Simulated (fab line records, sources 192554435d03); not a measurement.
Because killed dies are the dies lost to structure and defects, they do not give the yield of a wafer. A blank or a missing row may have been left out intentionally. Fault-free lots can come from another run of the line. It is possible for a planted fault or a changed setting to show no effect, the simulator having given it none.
Split-lot trial	flow n5Finfet	route with 1938 steps; 7 lots, 21 wafers read

== SPLIT DETAILS ==
At N5_BEOL_M3_ETCH_41 (etches SiCN in CH3F/O2, target depth 29.9 nm, time 52.5 s), the setting targetDepthA was moved away from the recipe's 299 angstrom on 11 of the 21 wafers read, by -9.3% to +10.3%. For the rest of the wafers, this setting stayed at what the recipe calls for.

Reading taken at the split's own step.

== THE READING ==
etch.depthNm (the simulator's own value, which no gauge read), in nm, at N5_BEOL_M3_ETCH_41 (etches SiCN in CH3F/O2, target depth 29.9 nm, time 52.5 s). The file gives no usual value for it. The 10 wafers here that ran the recipe average 19.94 nm, standard deviation 0.17 nm.

wafer	tool, chamber at the split	targetDepthA as run, angstrom	against the recipe	etch.depthNm, nm	against lot-mates on the recipe
L075.1	rieDiel-01, 3	288	-3.7%	19.59	-0.36
L075.2	rieDiel-01, 0	288	-3.7%	19.15	-0.80
L075.3	rieDiel-01, 2	299	recipe	19.95	-
L076.2	rieDiel-01, 2	277.8	-7.1%	18.56	-1.61
L076.4	rieDiel-01, 2	277.8	-7.1%	18.55	-1.62
L076.6	rieDiel-01, 1	299	recipe	20.17	-
L081.2	rieDiel-03, 1	299	recipe	19.7	-
L081.3	rieDiel-03, 0	299	recipe	19.74	-
L081.6	rieDiel-03, 1	299	recipe	19.69	-
L086.1	rieDiel-06, 0	299	recipe	20.1	-
L086.3	rieDiel-06, 1	329.8	+10.3%	22.23	+2.14
L086.5	rieDiel-06, 3	299	recipe	20.08	-
L087.3	rieDiel-03, 1	271.2	-9.3%	17.88	no lot-mate on the recipe
L087.4	rieDiel-03, 1	271.2	-9.3%	17.89	no lot-mate on the recipe
L087.5	rieDiel-03, 0	271.2	-9.3%	17.77	no lot-mate on the recipe
L091.2	rieDiel-01, 3	271.9	-9.1%	18.31	no lot-mate on the recipe
L091.3	rieDiel-01, 0	271.9	-9.1%	18.23	no lot-mate on the recipe
L091.4	rieDiel-01, 3	271.9	-9.1%	18.4	no lot-mate on the recipe
L092.1	rieDiel-01, 1	299	recipe	20.04	-
L092.4	rieDiel-01, 0	299	recipe	19.84	-
L092.6	rieDiel-01, 3	299	recipe	20.06	-

THE FIT
A straight line over all 21 wafers: etch.depthNm changes by +0.207 nm for each +1% of targetDepthA; r = +0.98; the points scatter about the line by 0.2 nm.
The same after taking each lot's own level away (the mean of its wafers on the recipe; 15 wafers): +0.211 nm for each +1%; r = +0.99; scatter 0.13 nm.
The reading moves by 2.2 nm for the largest change in targetDepthA, on that fit.
From 19.710 to 20.170 nm: that is the span of the lots' own levels, equal to 2.7 times the standard deviation above.
So the lot-to-lot level changes the slope little: the two slopes agree.
Check: +2.24 nm against its lot-mates is what the line predicts for one of the wafers moved furthest among these (+10.3%) when that wafer is left out of the fit. Against them it came out at +2.14 nm.

== THE OTHER SPLITS THESE WAFERS WENT THROUGH ==
Before the reading, these wafers also passed through other splits. Each is held against what the fit with the lots' levels taken away leaves over:
other split on the same wafers	wafers away from the commonest value	r with etch.depthNm (lot level and that fit taken away)
N5_MOL_CONTACT_COAG_COAT_64 spinRpm	4	+0.18
N5_BEOL_M0_SAQP_ETCH_107 sourceW	8	+0.18
N5_BEOL_M0_SAQP_COAT_69 spinRpm	7	-0.43
N5_BEOL_M3_ETCH_70 sourceW	10	-0.06

== FILE'S OWN FIT ==
etch.depthNm changes by +0.21 nm for each +1% of targetDepthA, r = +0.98.
